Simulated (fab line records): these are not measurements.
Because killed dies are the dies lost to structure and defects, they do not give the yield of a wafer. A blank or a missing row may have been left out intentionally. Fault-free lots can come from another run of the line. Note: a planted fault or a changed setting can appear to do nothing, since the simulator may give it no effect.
Which of the tools did it?    flow n5Finfet    Sampling: 12 lots, 36 wafers, 2 of 1938 route steps

== WHAT THE GAUGES READ, wafer by wafer ==
N5_BEOL_M2_THK_MEAS_01.
lot   measured      on            M2_ILD_THK (nm)
L075  day 6 19:05   filmMetro-01  80.2 78.0 81.2
L077  day 7 04:32   filmMetro-01  79.9 79.5 81.4
L079  day 7 17:09   filmMetro-01  80.5 80.6 80.8
L082  day 8 10:14   filmMetro-01  79.7 78.8 80.5
L083  day 8 14:53   filmMetro-01  78.1 77.8 80.0
L085  day 9 05:25   filmMetro-01  78.7 77.2 78.3
L087  day 9 19:46   filmMetro-02  79.0 78.1 78.8
L089  day 10 16:43  filmMetro-02  79.5 80.6 82.3
L091  day 10 22:38  filmMetro-02  78.8 79.0 79.4
L092  day 11 00:08  filmMetro-01  78.9 79.1 81.0
L095  day 11 19:01  filmMetro-01  78.8 77.6 80.5
L096  day 12 03:34  filmMetro-01  78.6 78.7 79.4

== EACH LOT AND THE TOOL THAT RAN IT (in order: tool; ch and the chambers of the sampled wafers; start) ==
lot   N5_BEOL_M1_ANNEAL_95
L075  pvdSputter-03, day 6 17:45
L077  pvdSputter-03, day 7 03:10
L079  pvdSputter-02, day 7 15:43
L082  pvdSputter-03, day 8 08:52
L083  pvdSputter-03, day 8 13:31
L085  pvdSputter-02, day 9 04:05
L087  pvdSputter-03, day 9 18:20
L089  pvdSputter-02, day 10 15:23
L091  pvdSputter-02, day 10 21:19
L092  pvdSputter-03, day 10 22:49
L095  pvdSputter-01, day 11 17:42
L096  pvdSputter-02, day 12 02:02
- N5_BEOL_M1_ANNEAL_95: time 240 s.

== THE ANSWER, worked out from the rows above alone ==
Rule: the lots themselves supply what counts as usual. Put in order of their means at a reading, lots are off if they are a third of the lots or fewer, leave a main group of 4 or more, and stand apart from it by a gap of 3 or more times the standard deviation of the main group's means; of several such gaps the widest counts. The tables above print the reading to a certain number of digits; a main group whose means all agree to those digits is not used. Also off: a lot with no number at a reading for which 4 or more lots have one. Any other lot the step has rows for is counted as sound.
Nothing can be told from this: no lot is off at any reading shown.

== WHAT WAS PUT IN BY THE SIMULATOR ==
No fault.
